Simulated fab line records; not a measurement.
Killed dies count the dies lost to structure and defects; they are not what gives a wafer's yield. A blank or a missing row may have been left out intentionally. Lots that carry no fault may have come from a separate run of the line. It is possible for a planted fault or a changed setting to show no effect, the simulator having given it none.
Chamber matching :: flow n5-finfet :: rie-diel-05 running N5_SDB_ETCH_18: 4 sister chambers
The step etches SOC in N2/H2, target depth 100 nm, overetch 20 nm, time 150 s. 4 wafers are shown with their chamber, then 8 later ones without.

== WAFERS PAIRED WITH THEIR CHAMBERS ==
wafer: L082.3
chamber: 0
showerhead-plenum-p-Torr (Torr): 2.62

wafer: L087.2
chamber: 3
showerhead-plenum-p-Torr (Torr): 2.50

wafer: L087.3
chamber: 2
showerhead-plenum-p-Torr (Torr): 2.33

wafer: L092.2
chamber: 1
showerhead-plenum-p-Torr (Torr): 2.64

== WAFERS WITH NO CHAMBER GIVEN ==
wafer: L092.4
showerhead-plenum-p-Torr (Torr): 2.32

wafer: L092.6
showerhead-plenum-p-Torr (Torr): 2.50

wafer: L095.3
showerhead-plenum-p-Torr (Torr): 2.64

wafer: L095.5
showerhead-plenum-p-Torr (Torr): 2.32

wafer: L095.6
showerhead-plenum-p-Torr (Torr): 2.64

wafer: L097.2
showerhead-plenum-p-Torr (Torr): 2.62

wafer: L097.4
showerhead-plenum-p-Torr (Torr): 2.32

wafer: L097.5
showerhead-plenum-p-Torr (Torr): 2.63

== WHICH CHAMBER EACH ONE RAN IN ==
wafer: L092.4
from the rows above: 2
in truth: 2

wafer: L092.6
from the rows above: 3
in truth: 3

wafer: L095.3
from the rows above: 1
in truth: 1

wafer: L095.5
from the rows above: 2
in truth: 2

wafer: L095.6
from the rows above: 1
in truth: 1

wafer: L097.2
from the rows above: 0
in truth: 0

wafer: L097.4
from the rows above: 2
in truth: 2

wafer: L097.5
from the rows above: can't be placed: 0 or 1
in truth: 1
Correct placement for 7 of the 8. Cannot be placed on the basis of these rows: 1; the candidates contain the true chamber in 1. Wrongly placed: 0.
How it was worked out, from the rows above alone: a wafer's distance from a chamber is the root of the sum, over the readings, of the square of ((its reading less the chamber's mean) divided by the reading's scatter). If the next closest chamber is less than 2 further off than the closest, the wafer can't be placed; otherwise it belongs to the closest. Each chamber's mean is taken over the wafers shown for it. The scatter (one wafer shown for each chamber): square how far every hidden wafer sits from the nearest shown wafer, average those squares and take the square root.
